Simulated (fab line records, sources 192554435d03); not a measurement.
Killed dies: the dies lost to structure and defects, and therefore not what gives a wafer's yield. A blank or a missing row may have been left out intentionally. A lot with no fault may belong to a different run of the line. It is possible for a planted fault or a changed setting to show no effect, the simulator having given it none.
Split-lot trial + flow n5-finfet + 21 wafers read from 7 lots, route of 1938 steps

== THE SPLIT ITSELF ==
At N5_HKMG_FIN_ETCH_58 (etches SOC in N2/H2, target depth 215.8 nm, time 741 s), the setting bias-w was moved away from the recipe's 13 W on 4 of the 21 wafers read, by -9.6% to +17.4%. This setting was run at the recipe's value on the other wafers.

The reading is taken at the split's own step.

== THE READING ==
rf-vpp-V, in V, at N5_HKMG_FIN_ETCH_58 (etches SOC in N2/H2, target depth 215.8 nm, time 741 s). On this fab line, fault-free wafers typically give 99.2 V with a standard deviation of 1.1 V.

| wafer  | tool, chamber at the split | bias-w as run, W | against the recipe | rf-vpp-V, V | against lot-mates on the recipe |
|--------|----------------------------|------------------|--------------------|-------------|---------------------------------|
| L076.1 | rie-diel-01, 3             | 13               | recipe             | 99.5        | -                               |
| L076.4 | rie-diel-01, 0             | 13               | recipe             | 99.0        | -                               |
| L076.5 | rie-diel-01, 3             | 11.75            | -9.6%              | 92.9        | -6.3                            |
| L079.3 | rie-diel-03, 0             | 13               | recipe             | 98.7        | -                               |
| L079.4 | rie-diel-03, 0             | 13               | recipe             | 98.9        | -                               |
| L079.6 | rie-diel-03, 3             | 13               | recipe             | 99.8        | -                               |
| L080.4 | rie-diel-01, 2             | 13               | recipe             | 100.3       | -                               |
| L080.5 | rie-diel-01, 3             | 13               | recipe             | 96.9        | -                               |
| L080.6 | rie-diel-01, 0             | 13               | recipe             | 99.9        | -                               |
| L084.1 | rie-diel-03, 3             | 13               | recipe             | 98.4        | -                               |
| L084.4 | rie-diel-03, 2             | 13               | recipe             | 100.3       | -                               |
| L084.5 | rie-diel-03, 2             | 13               | recipe             | 98.1        | -                               |
| L090.1 | rie-diel-01, 0             | 12.13            | -6.7%              | 95.3        | -3.6                            |
| L090.2 | rie-diel-01, 3             | 13               | recipe             | 98.9        | -                               |
| L090.4 | rie-diel-01, 1             | 12.13            | -6.7%              | 95.8        | -3.1                            |
| L095.1 | rie-diel-04, 2             | 13               | recipe             | 100.3       | -                               |
| L095.2 | rie-diel-04, 1             | 13               | recipe             | 98.9        | -                               |
| L095.4 | rie-diel-04, 1             | 13               | recipe             | 101.0       | -                               |
| L097.1 | rie-diel-01, 0             | 15.26            | +17.4%             | 109.5       | +10.6                           |
| L097.5 | rie-diel-01, 2             | 13               | recipe             | 98.6        | -                               |
| L097.6 | rie-diel-01, 1             | 13               | recipe             | 99.2        | -                               |

THE FIT
A straight line over all 21 wafers: rf-vpp-V changes by +0.596 V for each +1% of bias-w; r = +0.95; the points scatter about the line by 0.93 V.
The same after taking each lot's own level away (the mean of its wafers on the recipe; 21 wafers): +0.6 V for each +1%; r = +0.96; scatter 0.87 V.
According to that fit, moving bias-w by its largest amount changes the reading by 10 V.
The span of the lots' own levels, 98.90 to 100.07 V, comes to 1.1 times the standard deviation stated above.
Consequently the slope shifts little with the lot-to-lot level, the two slopes agreeing.
Check: +10.2 V against its lot-mates is what the line predicts for one of the wafers moved furthest among these (+17.4%) when that wafer is left out of the fit. It came out at +10.6 V against them.
Tool readings at the split's step, against how far the setting was moved: rf-vpp-V r = +0.95.

== THESE WAFERS: OTHER SPLITS ==
These wafers also went through other splits before the reading. Each is held against what the fit with the lots' levels taken away leaves over:
| other split on the same wafers | wafers away from the commonest value | r with rf-vpp-V (lot level and that fit taken away) |
|--------------------------------|--------------------------------------|-----------------------------------------------------|
| N5_SDB_COAT_03 spin-rpm        | 9                                    | +0.16                                               |
| N5_HKMG_FIN_ETCH_54 source-w   | 6                                    | -0.27                                               |

== THE WHOLE CHAIN: every reading that the file lists as answering this split, in the file's order ==
| step                 | what it does                                           | reading                                                                         | change (the file's fit)               | r (the file's) |
|----------------------|--------------------------------------------------------|---------------------------------------------------------------------------------|---------------------------------------|----------------|
| N5_HKMG_FIN_ETCH_58  | etches SOC in N2/H2, target depth 215.8 nm, time 741 s | rf-vpp-V                                                                        | +0.608 V for each +1% of the setting  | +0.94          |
| N5_HKMG_FIN_ETCH_58  | etches SOC in N2/H2, target depth 215.8 nm, time 741 s | SOC_of_HKMG_FIN_COAT_41.thk-nm (the simulator's own value, which no gauge read) | -0.738 nm for each +1% of the setting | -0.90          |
| N5_HKMG_FIN_ETCH_58  | etches SOC in N2/H2, target depth 215.8 nm, time 741 s | etch.depth-nm (the simulator's own value, which no gauge read)                  | +0.74 nm for each +1% of the setting  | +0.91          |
| N5_HKMG_FIN_ETCH_58  | etches SOC in N2/H2, target depth 215.8 nm, time 741 s | HKMG_FIN.feature-depth-nm (the simulator's own value, which no gauge read)      | +0.74 nm for each +1% of the setting  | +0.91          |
| N5_HKMG_FIN_STRIP_93 | strips SOC in N2/H2, time 20 s                         | SOC_of_HKMG_FIN_COAT_41.thk-nm (the simulator's own value, which no gauge read) | -0.731 nm for each +1% of the setting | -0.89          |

== FILE'S OWN FIT ==
rf-vpp-V changes by +0.608 V for each +1% of bias-w, r = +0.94.
